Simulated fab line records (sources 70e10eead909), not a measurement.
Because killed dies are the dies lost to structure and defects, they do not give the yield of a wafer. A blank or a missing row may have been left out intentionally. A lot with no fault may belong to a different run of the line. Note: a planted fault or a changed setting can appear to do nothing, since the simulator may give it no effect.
A struck lot beside a sound one ; flow nand-harc ; 15 out of 1159 route steps
Sound: wafers L303.2, L303.4, L303.5. The struck wafers were L306.3, L306.5, L306.6. The cause comes at the end.
Order at every step that has rows: each side's tool, ch and its chambers, its first start. Under that, the readings that differ: sound wafers ; struck wafers ; difference of the means ; sigmas: that difference in standard deviations of wafers without a fault.
alike: a reading whose means differ by less than 2 such deviations, as well as words and numbers matching on both sides. not compared: withheld readings; readings where some wafer has no value; bounds like >300 that might hide an equal value; numbers whose values overlap and for which the record gives no deviation.
A row with sigmas, a row that says differs or no value, or rows on one side alone: a step with any of these is where the two part. Numbers that don't overlap but have no deviation are shown without sigmas and don't part them. Lack of a reading on every wafer of one side parts them only where that side has two or more wafers.

first, 4 steps without rows for these wafers: NHARC_THIN_TSV_EBR_29; NHARC_THIN_TSV_EXPOSE_30 (exposes mask PAD); NHARC_THIN_TSV_PEB_31 (peb time 85 s); NHARC_THIN_TSV_DEVELOP_32 (time 70 s).
NHARC_THIN_TSV_CD_MEAS_33: the cd target is 5000 nm.
  sound on cd-sem-01 ch 0, day 19 13:10; struck on cd-sem-03 ch 0, day 20 08:14
  alike: cd-nm
then, 1 step without rows for these wafers: NHARC_THIN_TSV_HARDBAKE_34 (time 80 s).
NHARC_THIN_TSV_DESCUM_35: chemistry O2, time 3 s.
  sound on rie-diel-11 ch 1,3, day 19 13:20; struck on rie-diel-11 ch 2,3, day 20 08:24
  alike: drypump-motor-current-A, oes-product-au, rf-vpp-V, showerhead-plenum-p-Torr, throttle-valve-pct
  not compared: rf-hours-counter-h
NHARC_THIN_TSV_ETCH_59: etches the open film in Cl2/BCl3, target depth 880 nm, time 138.1 s.
  sound on rie-metal-02 ch 0,1, day 19 13:29; struck on rie-metal-03 ch 0,1, day 20 08:38
  alike: drypump-motor-current-A, oes-product-au, throttle-valve-pct
  not compared: rf-hours-counter-h
NHARC_THIN_TSV_ETCH_36: etches the open film in Cl2/BCl3, target depth 65 nm, time 18.571 s.
  sound on rie-metal-02 ch 0, day 19 13:43; struck on rie-metal-03 ch 0,1, day 20 08:48
  alike: drypump-motor-current-A, oes-product-au
  not compared: rf-hours-counter-h
NHARC_THIN_TSV_STRIP_56: strips in O2.
  sound on plasma-asher-02 ch 0,1, day 19 13:52; struck on plasma-asher-02 ch 0,1, day 20 09:01
  alike: drypump-motor-current-A, heater-power-w
  not compared: rf-hours-counter-h
then, 1 step without rows for these wafers: NHARC_THIN_TSV_STRIP_57 (strips in post etch residue remover, time 1200 s).
NHARC_THIN_TSV_CD_MEAS_37:
  sound on cd-sem-01 at day 19 14:37; struck on cd-sem-01 at day 20 09:41
  alike: cd-nm
NHARC_THIN_TSV_ANNEAL_58: time 1800 s.
  sound on furnace-01 ch 0, day 19 16:12; struck on furnace-01 ch 0, day 20 12:41
reading;sound;struck;difference;sigmas
spike-tc-bottom-C (C);426.8 426.1 426.8;449.3 448.2 451.5;+23.1;+21
spike-tc-centre-C (C);403.0 403.0 402.2;427.2 425.4 427.3;+23.9;+20
spike-tc-lower-C (C);400.2 399.3 398.9;424.1 424.7 422.5;+24.3;+14
spike-tc-top-C (C);427.4 427.6 428.4;452.6 451.1 452.0;+24.1;+22
spike-tc-upper-C (C);399.6 399.9 398.8;424.1 425.1 424.9;+25.3;+23
NHARC_THIN_TSV_INSPECT_40:
  sound on defect-inspect-02 at day 19 17:39; struck on defect-inspect-01 at day 20 14:07
  alike: raw-defect-count
NHARC_END_SORT_01:
  here the record holds rows for the struck wafers (prober-02 ch 0, day 21 03:35) but none for the sound ones

WHERE THEY PART
At NHARC_THIN_TSV_ANNEAL_58 first; at NHARC_END_SORT_01 last (within this record only).

WHY: whatever the simulator had introduced
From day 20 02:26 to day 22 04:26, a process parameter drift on furnace-01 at NHARC_THIN_TSV_ANNEAL_58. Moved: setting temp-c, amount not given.
